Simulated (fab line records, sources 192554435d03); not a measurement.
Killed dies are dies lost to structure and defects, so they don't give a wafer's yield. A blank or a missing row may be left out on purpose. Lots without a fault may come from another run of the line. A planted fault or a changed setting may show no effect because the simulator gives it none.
A struck lot beside a sound one | flow n5_finfet | 18 steps out of a route of 1938
Sound: wafers L763.1, L763.4, L763.6. Struck: wafers L768.1, L768.3, L768.6. The cause comes at the end.
At each step with rows: each side's tool, then ch and its chambers, then its first start. Under that, the readings that differ: sound wafers | struck wafers | difference of the means | sigmas: that difference in standard deviations of wafers without a fault.
alike: readings whose means differ by less than 2 such deviations, and words and numbers that are the same on both sides. not compared: withheld readings, readings that some wafer has no value for, bounds like >300 that may hide the same value, and numbers for which the record gives no deviation and whose values overlap.
The two part at a step that has a row with sigmas, a row that says differs or no value, or rows on one side only. Numbers that don't overlap but have no deviation are shown without sigmas and don't part them. A reading that every wafer of one side lacks parts them only if that side has two wafers or more.

first, 3 steps without rows for these wafers: N5_MOL_CONTACT_COAG_EXPOSE_05 (exposes mask CA, defocus 0 nm); N5_MOL_CONTACT_COAG_PEB_06 (peb time 60 s); N5_MOL_CONTACT_COAG_DEVELOP_07 (develop time 30 s).
N5_MOL_CONTACT_COAG_CD_MEAS_08: target cd 28 nm.
  sound on cd_sem-02 ch 0, day 4 20:22; struck on cd_sem-01 ch 0, day 6 02:52
  alike: cd_nm
N5_MOL_CONTACT_COAG_OVL_MEAS_09:
  sound on overlay-01 ch 0, day 4 20:24; struck on overlay-02 ch 0, day 6 02:53
  alike: CA_OVL
N5_MOL_CONTACT_COAG_INSPECT_10: inspects for defects (brightfield).
  sound on defect_inspect-02, day 4 20:28; struck on defect_inspect-02, day 6 02:57
  alike: raw_defect_count
N5_MOL_CONTACT_COAG_DESCUM_13: chemistry O2, time 7 s.
  sound on rie_diel-05 ch 0,2,3, day 4 20:32; struck on rie_diel-05 ch 1,2, day 6 02:59
  alike: drypump_motor_current_A, oes_product_au, rf_vpp_V, showerhead_plenum_p_Torr, throttle_valve_pct
  not compared: rf_hours_counter_h
N5_MOL_CONTACT_COAG_ETCH_59: etches underlayer in N2/H2, target depth 13 nm, time 10.4 s.
  sound on rie_diel-05 ch 0,2,3, day 4 20:35; struck on rie_diel-05 ch 1,2, day 6 03:01
  alike: drypump_motor_current_A, etch_rf_on_time_s, oes_product_au, rf_fwd_power_W, rf_vpp_V, showerhead_plenum_p_Torr, throttle_valve_pct
  not compared: rf_hours_counter_h
N5_MOL_CONTACT_COAG_ETCH_105: etches SiARC in CF4, target depth 15.6 nm, time 26 s.
  sound on rie_diel-05 ch 0,2,3, day 4 20:36; struck on rie_diel-05 ch 1,2, day 6 03:02
  alike: drypump_motor_current_A, etch_rf_on_time_s, oes_product_au, rf_fwd_power_W, rf_vpp_V, showerhead_plenum_p_Torr, throttle_valve_pct
  not compared: rf_hours_counter_h
then, 3 steps without rows for these wafers: N5_MOL_CONTACT_COAG_ETCH_106 (etches SOC in N2/H2, target depth 80 nm, overetch 16 nm, time 120 s); N5_MOL_CONTACT_COAG_STRIP_107 (strips in N2/H2); N5_MOL_CONTACT_COAG_STRIP_108 (strips in N2/H2).
N5_MOL_CONTACT_COAG_CONTACT_ETCH_14: etches SiO2 in C4F6/O2, target depth 27.5 nm, overetch 8.5 nm, time 20 s.
  sound on rie_diel-05 ch 0,2,3, day 4 20:44; struck on rie_diel-05 ch 1,2, day 6 03:10
  reading            | sound             | struck            | difference | sigmas
  rf_fwd_power_W (W) | 366.2 364.7 364.0 | 274.4 275.0 275.6 | -90.0      | -50
  rf_vpp_V (V)       | 697.3 693.4 690.6 | 745.6 754.7 755.1 | +58.0      | +21
  alike: drypump_motor_current_A, oes_product_au, showerhead_plenum_p_Torr, throttle_valve_pct
  not compared: rf_hours_counter_h, model.SOC_of_MOL_CONTACT_COAG_COAT_103.thk_nm
then, 1 step without rows for these wafers: N5_MOL_CONTACT_COAG_STRIP_109 (strips in C4F6/O2).
N5_MOL_CONTACT_COAG_ETCH_15: etches SiNx in CH3F/O2, stops on Si:P, target depth 7 nm.
  sound on rie_diel-05 ch 0,2,3, day 4 20:46; struck on rie_diel-05 ch 1,2, day 6 03:12
  alike: drypump_motor_current_A, oes_product_au, rf_fwd_power_W, rf_vpp_V, showerhead_plenum_p_Torr, throttle_valve_pct
  not compared: rf_hours_counter_h
N5_MOL_CONTACT_COAG_ETCH_110: etches Si in CF4/O2, target depth 2.5 nm, time 8 s.
  sound on rie_diel-05 ch 0,2,3, day 4 20:49; struck on rie_diel-05 ch 1,2, day 6 03:16
  alike: drypump_motor_current_A, oes_product_au, rf_fwd_power_W, rf_vpp_V, showerhead_plenum_p_Torr, throttle_valve_pct
  not compared: rf_hours_counter_h, model.SOC_of_MOL_CONTACT_COAG_COAT_103.thk_nm
N5_MOL_CONTACT_COAG_STRIP_98: strips in N2/H2.
  sound on rie_diel-05 ch 0,2,3, day 4 20:52; struck on rie_diel-05 ch 1,2, day 6 03:19
  alike: drypump_motor_current_A, oes_product_au, power_w, rf_vpp_V, showerhead_plenum_p_Torr, throttle_valve_pct
  not compared: rf_hours_counter_h
N5_PASSIVATION_PROBE_49:
  the record has rows for the sound wafers here (prober-02, day 13 03:52) and none for the struck ones

WHERE THEY PART
First at N5_MOL_CONTACT_COAG_CONTACT_ETCH_14; last, within this record, at N5_PASSIVATION_PROBE_49.

WHY: what the simulator had put in
Process parameter drift: rie_diel-05, from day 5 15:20 on, at N5_MOL_CONTACT_COAG_CONTACT_ETCH_14. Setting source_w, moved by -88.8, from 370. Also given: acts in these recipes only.
